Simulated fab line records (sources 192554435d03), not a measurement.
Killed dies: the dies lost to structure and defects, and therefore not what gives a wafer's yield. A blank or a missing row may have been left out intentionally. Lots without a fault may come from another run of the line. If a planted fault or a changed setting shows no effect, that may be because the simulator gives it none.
One fault seen from 2 desks -- flow n5-finfet -- every desk sees just its own numbers, and what lay behind them comes last

THE TOOL OWNER'S DESK: rie-diel-05
The tool's own readings at N5_BEOL_M9_ETCH_62 (etches SOC in N2/H2, target depth 110 nm, overetch 22 nm, time 165 s): means of the sampled wafers that have a number, for each lot that ran on this tool. Any lot whose mean is over 4 standard deviations away from the usual mean is out of limits and marked OUT; that distance is given in the brackets. Of its 8 readings 7 are shown: the one that was out of limits first, and those that lie furthest out on some lot.
Columns: A = chamber-pressure-mTorr at N5_BEOL_M9_ETCH_62, usual 30.001 mTorr; B = drypump-motor-current-A at N5_BEOL_M9_ETCH_62, usual 5.8 A; C = oes-product-au at N5_BEOL_M9_ETCH_62, usual 0.63 a.u.; D = rf-fwd-power-W at N5_BEOL_M9_ETCH_62, usual 837.3 W; E = rf-vpp-V at N5_BEOL_M9_ETCH_62, usual 524.0 V; F = showerhead-plenum-p-Torr at N5_BEOL_M9_ETCH_62, usual 2.54 Torr; G = throttle-valve-pct at N5_BEOL_M9_ETCH_62, usual 17.90 %
lot,first seen here,A,B,C,D,E,F,G
L445,day 10 00:18,30.001,5.6,0.61,837.6,524.0,2.55,18.03
L450,day 11 12:40,29.985,5.7,0.63,838.5,525.2,2.56,17.97
L453,day 12 18:19,29.979,5.7,0.62,1039.1 (+70) OUT,489.5 (-13) OUT,2.63,17.88
L454,day 13 00:39,30.004,5.6,0.59,1040.4 (+70) OUT,489.3 (-13) OUT,2.62,17.96
This desk's verdict: out of limits on L453, L454, starting with L453 at day 12 18:19 (rf-fwd-power-W at N5_BEOL_M9_ETCH_62). L445, L450 stayed within limits.

THE DEFECT DESK
Per lot, the means of the sampled wafers with a number show what the inspections along the route counted. Any lot whose mean is over 4 standard deviations away from the usual mean is out of limits and marked OUT; that distance is given in the brackets.
Columns: A = raw-defect-count at N5_BEOL_M9_INSPECT_30, usual 403
lot,first seen here,A
L443,day 9 14:00,436
L444,day 9 22:57,415
L445,day 10 01:13,462
L450,day 11 15:30,363
L453,day 12 20:50,426
L454,day 13 02:01,300
L459,day 14 00:55,364
L460,day 14 01:05,360
L462,day 15 02:49,410
L465,day 15 17:55,370
This desk's finding: nothing out of limits on any of the 10 lots.

ALL TOGETHER
An alarm could have come from the tool owner's desk at day 12 18:19, on L453, L454.
Nothing the defect desk looked at was out of limits.
The defect desk has L453, L454 on record, within its limits.
The lots listed all ran N5_BEOL_M9_ETCH_62 on rie-diel-05.

WHAT THE SIMULATOR HAD INSERTED
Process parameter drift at N5_BEOL_M9_ETCH_62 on rie-diel-05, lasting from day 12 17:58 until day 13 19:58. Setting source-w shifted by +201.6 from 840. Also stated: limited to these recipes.
Shown lots that were struck: L453, L454.
Time in hours from fault onset to the first out-of-limits reading at each desk: the tool owner's desk, 0.
